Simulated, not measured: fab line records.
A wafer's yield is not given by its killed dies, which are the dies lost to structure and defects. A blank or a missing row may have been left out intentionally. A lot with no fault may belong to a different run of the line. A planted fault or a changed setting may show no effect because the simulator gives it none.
fab line records    flow n5-finfet
[record] lots = 6  wafers = 18  last-day = 17
route steps=1938 shown BEOL_M13@1673
lots that met no fault: from a run of the same line without faults
start-h: start of the lot's first displayed wafer, in hours after the record's first day    wait-h: hours from the lot's prior step to this one    " the same as in the row above    L1.1+2: a row that stands for several wafers    - no value, or no start was given    * or withheld: withheld    < > ~ a bound
route shown NAME@n: NAME is a module with steps in the file, n the number in the route of the first one    usual: mean/standard deviation taken from wafers without a fault    same: alike in all rows    chamber/n: place in a boat    sites: each site's reading    _std_site: the values' standard deviation    _edge_site: mean of outer sites minus mean of inner sites    radius-mm: for every site, how far away it sits from the centre of the wafer    mask NAME#n: copy n    behind: the most recent tool/chamber to have shaped the wafer    hold: why the lot went on hold/how many hours it stayed there/how the hold came to an end    device: names the non-switching transistor (n, p or np)    end of line: at the end of the route, the tests of the same wafers    step lacking rows: just its recipe    killed: the dies lost at the first sort to structure and to defects; this is not the yield of the wafer    map: shows each die of a wafer: x if killed, . if not, _ if none is there
set.NAME: the setting the step ran with; set.NAME@STEP: the setting that earlier step ran with    model.NAME: the simulator's own value behind a step, which no gauge read
certain route steps with their lots: each step a table, each wafer a row
services: when a tool's chamber went out of use (start-h, in hours from the record's first day, below 0 if earlier), for how many hours, and the reason
[[steps]]
[step N5_BEOL_M13_ETCH_59]
[recipe] chemistry = N2/H2  target = BARC  target-depth-a = 890  overetch-a = 267  time-s = 67.9  ion-energy-ev = 200  pressure-mtorr = 30  source-w = 840  bias-w = 150  n2-flow-sccm = 200  h2-flow-sccm = 200
[usual] drypump-motor-current-A = 5.9/0.51  n2-flow-sccm = 200.0/0.58  oes-product-au = 0.65/0.072  rf-vpp-V = 524.1/2.9  showerhead-plenum-p-Torr = 2.55/0.098  throttle-valve-pct = 17.84/0.13
[same] time-s = 67.9
lot.wafer  tool         chamber  start-h  wait-h  drypump-motor-current-A  n2-flow-sccm  oes-product-au  rf-hours-counter-h  rf-vpp-V  showerhead-plenum-p-Torr  throttle-valve-pct
L944.2     rie-diel-02  1        267.16   0.0     6.1                      200.6         0.64            174                 521.2     2.43                      17.84
L944.3     "            3        "        "       6.6                      198.9         0.78            19                  525.1     2.59                      17.66
L944.4     "            2        "        "       6.2                      199.2         0.61            187                 523.3     2.53                      17.76
L951.1     rie-diel-02  0        315.61   0.0     5.1                      199.8         0.66            141                 528.9     2.65                      17.81
L951.5     "            3        "        "       6.6                      200.2         0.76            -                   525.2     2.59                      17.66
L951.6     "            0        "        "       5.1                      199.9         0.65            -                   527.9     2.65                      17.81
L953.1     rie-diel-03  3        319.94   0.0     5.3                      199.5         0.61            216                 519.3     2.39                      18.02
L953.4     "            0        "        "       5.9                      199.3         0.78            20                  530.6     2.70                      17.62
L953.6     "            3        "        "       5.3                      200.8         0.60            -                   519.8     2.39                      18.03
L954.1     rie-diel-02  3        324.06   0.0     6.6                      200.5         0.76            35                  524.7     2.59                      17.68
L954.4     "            2        "        "       6.1                      199.4         0.61            204                 523.5     2.52                      17.79
L954.6     "            0        "        "       5.1                      199.7         0.66            -                   526.7     2.65                      17.82
L962.1     rie-diel-04  3        374.23   0.0     6.0                      200.6         0.57            239                 525.9     2.60                      17.80
L962.2     "            2        "        "       5.4                      200.4         0.61            205                 522.6     2.51                      17.90
L962.3     "            0        "        "       6.3                      200.9         0.80            15                  529.2     2.69                      17.75
L963.3     rie-diel-04  0        379.72   0.0     6.3                      201.0         0.80            17                  528.0     2.69                      17.74
L963.4     "            3        "        "       5.9                      200.2         0.57            241                 525.1     2.60                      17.83
L963.5     "            2        "        "       5.4                      199.8         0.60            -                   523.8     2.51                      17.93
[step N5_BEOL_M13_VIA_ETCH_16]
[recipe] chemistry = C4F8/O2/Ar  target = SiOC  pressure-mtorr = 30  source-w = 3000  bias-w = 700  Ar_flow_sccm = 400  C4F8_flow_sccm = 15  O2_flow_sccm = 8  he-inner-torr = 15  he-outer-torr = 30  target-depth-a = 9217  time-s = withheld  ion-energy-ev = 250  ends = cleared
[usual] drypump-motor-current-A = 5.9/0.51  oes-product-au = 0.68/0.079  rf-vpp-V = 666/3.5  showerhead-plenum-p-Torr = 3.43/0.13  throttle-valve-pct = 24.18/0.14
lot.wafer  tool         chamber  start-h  wait-h  drypump-motor-current-A  oes-product-au  rf-vpp-V  showerhead-plenum-p-Torr  throttle-valve-pct
L944.2     rie-diel-02  1        267.22   0.0     6.2                      0.65            661       3.28                      24.14
L944.3     "            3        "        "       6.6                      0.83            669       3.50                      24.11
L944.4     "            2        "        "       6.2                      0.64            664       3.38                      23.98
L951.1     rie-diel-02  0        315.66   0.0     5.1                      0.69            669       3.56                      24.18
L951.5     "            3        "        "       6.6                      0.81            667       3.49                      24.13
L951.6     "            0        "        "       5.1                      0.69            669       3.56                      24.15
L953.1     rie-diel-03  3        319.99   0.0     5.3                      0.63            661       3.26                      24.45
L953.4     "            0        "        "       5.9                      0.82            670       3.64                      24.11
L953.6     "            3        "        "       5.3                      0.63            662       3.26                      24.44
L954.1     rie-diel-02  3        324.11   0.0     6.6                      0.80            668       3.49                      24.15
L954.4     "            2        "        "       6.2                      0.63            664       3.37                      24.02
L954.6     "            0        "        "       5.1                      0.69            668       3.56                      24.17
L962.1     rie-diel-04  3        374.29   0.0     5.9                      0.61            667       3.52                      24.29
L962.2     "            2        "        "       5.4                      0.63            665       3.38                      24.20
L962.3     "            0        "        "       6.4                      0.85            673       3.64                      24.33
L963.3     rie-diel-04  0        379.77   0.0     6.3                      0.85            671       3.64                      24.33
L963.4     "            3        "        "       6.0                      0.60            668       3.52                      24.29
L963.5     "            2        "        "       5.4                      0.63            664       3.38                      24.21
[step N5_BEOL_M13_STRIP_63]
[recipe] chemistry = N2/H2  power-w = 1000  temp-c = 250  h2-frac = 0.65  overash-fraction = 0.3  pressure-mtorr = 1000  n2-flow-sccm = 1750  h2-flow-sccm = 3250
[usual] drypump-motor-current-A = 5.9/0.35  heater-power-w = 338/24  n2-flow-sccm = 1750/5.2  oes-product-au = 0.675/0.0057  strip-time-to-endpoint-s = 28.2/1.3
lot.wafer  tool             chamber  start-h  wait-h  drypump-motor-current-A  heater-power-w  n2-flow-sccm  oes-product-au  rf-hours-counter-h  strip-time-to-endpoint-s
L944.2     plasma-asher-01  1        267.45   -       6.0                      292             1754          0.674           121                 29.1
L944.3     "                0        "        "       5.2                      364             1741          0.677           -                   28.3
L944.4     "                1        "        "       6.0                      300             1758          0.665           -                   27.2
L951.1     plasma-asher-02  1        315.90   -       6.0                      343             1749          0.682           86                  29.0
L951.5     "                0        "        "       6.2                      353             1746          0.668           -                   27.5
L951.6     "                1        "        "       6.0                      321             1751          0.678           -                   27.8
L953.1     plasma-asher-02  0        320.23   -       6.2                      349             1747          0.668           87                  28.4
L953.4     "                1        "        "       6.0                      339             1751          0.671           -                   26.4
L953.6     "                1        "        "       6.0                      338             1759          0.669           -                   26.3
L954.1     plasma-asher-02  1        324.35   -       6.0                      336             1748          0.680           88                  29.7
L954.4     "                1        "        "       6.0                      328             1748          0.682           -                   29.1
L954.6     "                0        "        "       6.2                      351             1749          0.671           -                   28.4
L962.1     plasma-asher-01  0        374.52   -       5.3                      367             1756          0.665           141                 27.1
L962.2     "                1        "        "       6.0                      294             1754          0.675           141                 25.6
L962.3     "                0        "        "       5.3                      359             1759          0.668           -                   25.4
L963.3     plasma-asher-01  1        380.03   -       6.0                      294             1752          0.672           -                   26.6
L963.4     "                0        "        "       5.2                      361             1751          0.656           -                   25.6
L963.5     "                0        "        "       5.2                      363             1750          0.669           -                   27.2
[step N5_BEOL_M13_STRIP_64]
[recipe] chemistry = N2/H2  power-w = 1000  temp-c = 250  h2-frac = 0.65  overash-fraction = 0.3  pressure-mtorr = withheld  n2-flow-sccm = 1750  h2-flow-sccm = 3250
[usual] drypump-motor-current-A = 5.9/0.35  heater-power-w = 338/23  n2-flow-sccm = 1751/4.7  oes-product-au = 0.715/0.0047  strip-time-to-endpoint-s = 31.39/0.09
lot.wafer  tool             chamber  start-h  wait-h  drypump-motor-current-A  heater-power-w  n2-flow-sccm  oes-product-au  rf-hours-counter-h  strip-time-to-endpoint-s
L944.2     plasma-asher-01  1        267.51   0.0     6.1                      295             1740          0.720           121                 31.47
L944.3     "                0        "        "       5.2                      361             1752          0.717           -                   31.27
L944.4     "                1        "        "       6.1                      293             1747          0.720           -                   31.49
L951.1     plasma-asher-02  1        315.96   0.0     6.0                      339             1754          0.710           86                  31.38
L951.5     "                0        "        "       6.2                      359             1748          0.709           -                   31.33
L951.6     "                1        "        "       6.0                      337             1752          0.715           -                   31.37
L953.1     plasma-asher-02  0        320.29   0.0     6.2                      352             1748          0.714           87                  31.40
L953.4     "                1        "        "       6.0                      335             1753          0.721           -                   31.35
L953.6     "                1        "        "       6.0                      341             1753          0.718           -                   31.45
L954.1     plasma-asher-02  1        324.41   0.0     6.0                      344             1757          0.711           88                  31.43
L954.4     "                1        "        "       6.0                      343             1747          0.721           -                   31.46
L954.6     "                0        "        "       6.2                      345             1753          0.722           -                   31.47
L962.1     plasma-asher-01  0        374.58   0.0     5.3                      362             1757          0.713           141                 31.27
L962.2     "                1        "        "       6.1                      290             1752          0.709           141                 31.34
L962.3     "                0        "        "       5.2                      359             1756          0.713           -                   31.35
L963.3     plasma-asher-01  1        380.09   0.0     6.0                      301             1754          0.714           -                   31.28
L963.4     "                0        "        "       5.2                      368             1755          0.719           -                   31.33
L963.5     "                0        "        "       5.2                      369             1761          0.709           -                   31.35
[step N5_BEOL_M13_STRIP_71]
[recipe] chemistry = post-etch-residue-remover  time-s = 60  temp-c = 25  remover-ph = withheld  remover-water-wt-pct = withheld  remover-fluoride-wt-pct = withheld
[step N5_BEOL_M13_SRD_72]
[recipe] time-s = 30  temp-c = 23  rinse-liquid = diw  dry = n2-spin  spin-rpm = 1500  dry-time-s = 30
[step N5_BEOL_M13_CD_MEAS_17]
[recipe] target-cd-nm = 190  polarity = opening
[usual] cd-nm = 190.6/1.5
lot.wafer  tool       chamber  start-h  wait-h  cd-nm
L944.2     cd-sem-03  -        267.66   0.0     189.4
L944.3     "          -        "        "       189.4
L944.4     "          -        "        "       189.7
L951.1     cd-sem-02  -        316.10   0.0     189.6
L951.5     "          -        "        "       190.6
L951.6     "          -        "        "       188.8
L953.1     cd-sem-03  -        320.43   0.0     192.4
L953.4     "          -        "        "       193.9
L953.6     "          -        "        "       191.5
L954.1     cd-sem-02  -        324.56   0.0     193.0
L954.4     "          -        "        "       193.8
L954.6     "          -        "        "       189.9
L962.1     cd-sem-02  -        374.73   0.0     192.9
L962.2     "          -        "        "       191.8
L962.3     "          -        "        "       192.5
L963.3     cd-sem-02  -        380.22   0.0     193.3
L963.4     "          -        "        "       189.8
L963.5     "          -        "        "       190.6
[step N5_BEOL_M13_COAT_65]
[recipe] resist = SOC  temp-c = 250  time-s = 60  spin-rpm = 1500  resist-thk-nm = 350
[step N5_BEOL_M13_COAT_66]
[recipe] resist = SiARC  temp-c = 220  time-s = 60  spin-rpm = 1500  resist-thk-nm = 110
[step N5_BEOL_M13_COAT_22]
[recipe] spin-rpm = 2888  resist-thk-nm = 300
[step N5_BEOL_M13_EBR_24]
[recipe] solvent = PGMEA  ebr-width-mm = 1.5
[step N5_BEOL_M13_SOFTBAKE_23]
[recipe] temp-c = 130  time-s = 60
[step N5_BEOL_M13_EXPOSE_25]
[recipe] mask-id = M13  na = 0.93  source-shape = conventional  sigma-outer = 0.4  polarization = unpolarized  target-cd-nm = 210  dose-mj = 22
[same] sigma-outer = 0.4
lot.wafer   tool            chamber  start-h  wait-h  mask   model.BEOL_M13.overlay-x-nm
L944.2+3+4  krf-scanner-02  0        267.82   -       M13#0  -0.2
L951.1+5+6  krf-scanner-02  0        316.26   -       M13#0  1.6
L953.1+4+6  krf-scanner-01  0        320.71   -       M13#0  5.6
L954.1+4+6  krf-scanner-01  0        324.71   -       M13#0  -3.8
L962.1+2+3  krf-scanner-01  0        374.88   -       M13#0  22.8
L963.3+4+5  krf-scanner-01  0        380.38   -       M13#0  23.4
[step N5_BEOL_M13_PEB_26]
[recipe] peb-temp-c = 130  peb-time-s = 90
[step N5_BEOL_M13_DEVELOP_27]
[recipe] develop-time-s = 45  rinse-liquid = diw  dry = air-spin  dev-temp-c = 21
[step N5_BEOL_M13_HARDBAKE_32]
[recipe] temp-c = 130  time-s = 120
[step N5_BEOL_M13_CD_MEAS_28]
[recipe] target-cd-nm = 209.5  landing-energy-ev = 500  detector = se-inlens
[usual] cd-nm = 209.5/1.5
lot.wafer  tool       chamber  start-h  wait-h  cd-nm
L944.2     cd-sem-01  0        267.99   -       211.8
L944.3     "          0        "        "       211.2
L944.4     "          0        "        "       212.4
L951.1     cd-sem-02  0        316.43   -       209.5
L951.5     "          0        "        "       210.7
L951.6     "          0        "        "       211.5
L953.1     cd-sem-02  0        320.89   -       208.6
L953.4     "          0        "        "       207.6
L953.6     "          0        "        "       208.5
L954.1     cd-sem-03  0        324.89   -       207.5
L954.4     "          0        "        "       208.0
L954.6     "          0        "        "       208.3
L962.1     cd-sem-03  0        375.06   -       207.7
L962.2     "          0        "        "       209.7
L962.3     "          0        "        "       208.4
L963.3     cd-sem-01  0        380.54   -       207.1
L963.4     "          0        "        "       207.8
L963.5     "          0        "        "       207.3
[step N5_BEOL_M13_OVL_MEAS_29]
[recipe] points-per-wafer = 44
[usual] M13_OVL = 0/6
lot.wafer  tool        chamber  start-h  wait-h  M13_OVL[nm]
L944.2     overlay-01  0        268.02   0.0     -6
L944.3     "           0        "        "       -7
L944.4     "           0        "        "       -7
L951.1     overlay-02  0        316.46   0.0     -4
L951.5     "           0        "        "       -6
L951.6     "           0        "        "       -1
L953.1     overlay-01  0        320.92   0.0     7
L953.4     "           0        "        "       3
L953.6     "           0        "        "       4
L954.1     overlay-01  0        324.92   0.0     0
L954.4     "           0        "        "       -9
L954.6     "           0        "        "       -9
L962.1     overlay-01  0        375.09   0.0     28
L962.2     "           0        "        "       20
L962.3     "           0        "        "       25
L963.3     overlay-01  0        380.57   0.0     14
L963.4     "           0        "        "       22
L963.5     "           0        "        "       26
[step N5_BEOL_M13_INSPECT_30]
[recipe] mode = adi  inspect-instrument = macro
[usual] raw-defect-count = 1.9/1.4
lot.wafer  tool               chamber  start-h  wait-h  raw-defect-count
L944.2     defect-inspect-01  -        268.04   0.0     7
L944.3     "                  -        "        "       1
L944.4     "                  -        "        "       1
L951.1     defect-inspect-01  -        316.49   0.0     3
L951.5     "                  -        "        "       0
L951.6     "                  -        "        "       1
L953.1     defect-inspect-02  -        320.94   0.0     0
L953.4     "                  -        "        "       2
L953.6     "                  -        "        "       1
L954.1     defect-inspect-02  -        324.94   0.0     1
L954.4     "                  -        "        "       1
L954.6     "                  -        "        "       0
L962.1     defect-inspect-02  -        375.11   0.0     2
L962.2     "                  -        "        "       3
L962.3     "                  -        "        "       3
L963.3     defect-inspect-02  -        380.59   0.0     2
L963.4     "                  -        "        "       2
L963.5     "                  -        "        "       2
[[services]]
tool             chamber  start-h  hours  kind
krf-scanner-02   -        244.30   1.0    pm
rie-diel-04      2        248.97   8.5    repair
plasma-asher-01  -        249.60   6.8    repair
rie-diel-02      3        249.69   7.0    repair
plasma-asher-01  -        263.14   2.8    pm
krf-scanner-02   0        265.37   -      calibration
krf-scanner-02   -        273.11   1.3    pm
krf-scanner-01   -        282.13   1.0    pm
krf-scanner-01   -        299.88   2.2    repair
rie-diel-04      0        303.73   -      clean
rie-diel-04      0        303.73   -      consumable-replace:focus-ring
rie-diel-04      0        303.73   -      consumable-replace:showerhead
rie-diel-04      0        303.73   17.6   scheduled-down
rie-diel-04      0        303.73   17.6   vent-cycle
rie-diel-04      2        316.38   2.4    repair
krf-scanner-02   -        323.54   0.8    pm
krf-scanner-02   -        326.94   36.0   pm
rie-diel-02      1        327.06   13.8   repair
rie-diel-03      2        333.27   7.1    repair
krf-scanner-01   -        345.47   9.0    repair
rie-diel-03      3        347.79   18.3   repair
krf-scanner-01   -        362.95   1.3    pm
rie-diel-03      2        366.13   -      clean
krf-scanner-01   -        367.00   0.8    pm
[[key]]
[first-sign] step = N5_BEOL_M13_OVL_MEAS_29  reading = M13_OVL  direction = up  sigmas = 3.8  usual = 0  struck = 22
effect none on later readings
[model-effect] step = N5_BEOL_M13_EXPOSE_25  value = BEOL_M13.overlay-x-nm  without = 1.1  struck = 23.1
met-at N5_BEOL_M13_EXPOSE_25
struck-wafers L962.1,L962.2,L962.3,L963.3,L963.4,L963.5
onset-between 324.71 374.88
also-fits time
[fault] kind = scanner-matching-overlay  tool = krf-scanner-01  chamber = -  onset-h = 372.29  steps = N5_BEOL_M13_EXPOSE_25  offset = 21.978
